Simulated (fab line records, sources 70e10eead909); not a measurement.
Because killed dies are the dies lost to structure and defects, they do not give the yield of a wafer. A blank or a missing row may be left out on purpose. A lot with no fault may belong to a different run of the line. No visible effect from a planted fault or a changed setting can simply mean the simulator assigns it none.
Chamber matching + flow nand_harc + NHARC_A_CHANNEL_HOLE_D1_ETCH_44 on rie_diel-05: 4 sister chambers
The step etches the open film in CF4/O2, target depth 140 nm, overetch 14 nm, time 77 s. 4 wafers are shown with their chamber, then 12 later ones without.

== WAFERS, EACH WITH ITS CHAMBER ==
| wafer  | chamber | drypump_motor_current_A (A) |
|--------|---------|-----------------------------|
| L085.1 | 2       | 5.8                         |
| L088.2 | 1       | 6.3                         |
| L088.5 | 3       | 6.3                         |
| L088.6 | 0       | 5.3                         |

== WAFERS WHOSE CHAMBER IS MISSING ==
| wafer  | drypump_motor_current_A (A) |
|--------|-----------------------------|
| L090.1 | 5.3                         |
| L090.4 | 6.3                         |
| L090.5 | 6.3                         |
| L093.1 | 6.3                         |
| L093.2 | 5.3                         |
| L093.5 | 6.3                         |
| L092.1 | 6.3                         |
| L092.5 | 6.3                         |
| L092.6 | 5.3                         |
| L095.1 | 5.7                         |
| L095.2 | 6.3                         |
| L095.5 | 5.7                         |

== WHICH CHAMBER EACH ONE RAN IN ==
| wafer  | from the rows above     | in truth |
|--------|-------------------------|----------|
| L090.1 | 0                       | 0        |
| L090.4 | can't be placed: 1 or 3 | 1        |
| L090.5 | can't be placed: 1 or 3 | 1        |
| L093.1 | can't be placed: 1 or 3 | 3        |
| L093.2 | 0                       | 0        |
| L093.5 | can't be placed: 1 or 3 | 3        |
| L092.1 | can't be placed: 1 or 3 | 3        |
| L092.5 | can't be placed: 1 or 3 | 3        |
| L092.6 | 0                       | 0        |
| L095.1 | 2                       | 2        |
| L095.2 | can't be placed: 1 or 3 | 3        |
| L095.5 | 2                       | 2        |
Placed correctly: 5 of 12. Unplaceable from these rows: 7, with the true chamber sitting among the candidates in 7. Wrongly placed: 0.
How it was worked out, from the rows above alone: a wafer's distance from a chamber is the root of the sum, over the readings, of the square of ((its reading less the chamber's mean) divided by the reading's scatter). The wafer belongs to the nearest chamber; if the next one is less than 2 further off, it can't be placed. A chamber's mean is the mean of its shown wafers. The scatter: with one shown wafer a chamber, the root of the mean of the squares of how far each hidden wafer lies from its nearest shown one.
